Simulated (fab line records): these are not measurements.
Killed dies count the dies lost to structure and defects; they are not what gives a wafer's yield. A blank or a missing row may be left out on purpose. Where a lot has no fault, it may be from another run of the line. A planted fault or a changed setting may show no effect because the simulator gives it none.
Split-lot study    flow n5-finfet    21 wafers read from 7 lots, route of 1938 steps

ON THE SPLIT
At N5_BEOL_M3_COAT_76 (time 60 s, resist thk 5 nm), the setting spin-rpm was moved away from the recipe's 1500 rpm on 4 of the 21 wafers read, by -7.5% to +9.3%. The other wafers ran this setting at the recipe's value.

FROM THE SPLIT TO THE READING: what the file shows between them, 3 steps
- N5_BEOL_M3_COAT_22: resist thk 30 nm
- N5_BEOL_M3_EBR_24
- N5_BEOL_M3_DESCUM_33: chemistry O2, time 7 s

THE READING
etch.depth-nm (the simulator's own value, which no gauge read), in nm, at N5_BEOL_M3_ETCH_77 (etches underlayer in N2/H2, target depth 6.5 nm, time 5.2 s). The file gives no usual value for it. Across the 17 wafers here that went through the recipe, the average is 5.012 nm and the standard deviation 0.011 nm.

wafer   tool, chamber at the split  spin-rpm as run, rpm  against the recipe  etch.depth-nm, nm  against lot-mates on the recipe
L074.4  litho-track-04, 0           1500                  recipe              5.009              -
L074.5  litho-track-04, 0           1500                  recipe              5.004              -
L074.6  litho-track-04, 0           1500                  recipe              5.012              -
L081.1  litho-track-05, 0           1500                  recipe              5.018              -
L081.5  litho-track-05, 0           1500                  recipe              5.002              -
L081.6  litho-track-05, 0           1500                  recipe              4.994              -
L084.2  litho-track-05, 0           1500                  recipe              5.005              -
L084.4  litho-track-05, 0           1500                  recipe              5.039              -
L084.6  litho-track-05, 0           1500                  recipe              5.016              -
L086.2  litho-track-03, 0           1500                  recipe              5.008              -
L086.3  litho-track-03, 0           1500                  recipe              5.025              -
L086.4  litho-track-03, 0           1500                  recipe              5.019              -
L088.2  litho-track-04, 0           1500                  recipe              5.03               -
L088.4  litho-track-04, 0           1500                  recipe              5.005              -
L088.6  litho-track-04, 0           1550                  +3.3%               4.947              -0.071
L093.1  litho-track-03, 0           1500                  recipe              4.999              -
L093.2  litho-track-03, 0           1387                  -7.5%               5.205              +0.198
L093.3  litho-track-03, 0           1500                  recipe              5.015              -
L094.2  litho-track-05, 0           1640                  +9.3%               4.791              -0.221
L094.3  litho-track-05, 0           1640                  +9.3%               4.797              -0.215
L094.4  litho-track-05, 0           1500                  recipe              5.012              -

THE FIT
A straight line over all 21 wafers: etch.depth-nm changes by -0.0238 nm for each +1% of spin-rpm; r = -0.99; the points scatter about the line by 0.011 nm.
The same after taking each lot's own level away (the mean of its wafers on the recipe; 21 wafers): -0.0241 nm for each +1%; r = -0.99; scatter 0.01 nm.
That fit puts the effect of the largest move of spin-rpm on the reading at 0.22 nm.
From 5.0047 to 5.0200 nm: that is the span of the lots' own levels, equal to 1.4 times the standard deviation above.
Consequently the slope shifts little with the lot-to-lot level, the two slopes agreeing.
Check: for one of the wafers moved furthest among these (+9.3%), held out of the fit, the line's prediction against its lot-mates is -0.224 nm. It came out at -0.221 nm against them.

FURTHER SPLITS ON THESE WAFERS
Note: prior to the reading, these wafers also went through further splits. Each is held against what the fit with the lots' levels taken away leaves over:
other split on the same wafers  wafers away from the commonest value  r with etch.depth-nm (lot level and that fit taken away)
N5_BEOL_M2_ETCH_69 bias-w       9                                     -0.08
N5_BEOL_M3_COAT_67 spin-rpm     4                                     +0.03

THE FILE'S OWN FIT
etch.depth-nm changes by -0.0243 nm for each +1% of spin-rpm, r = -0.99.
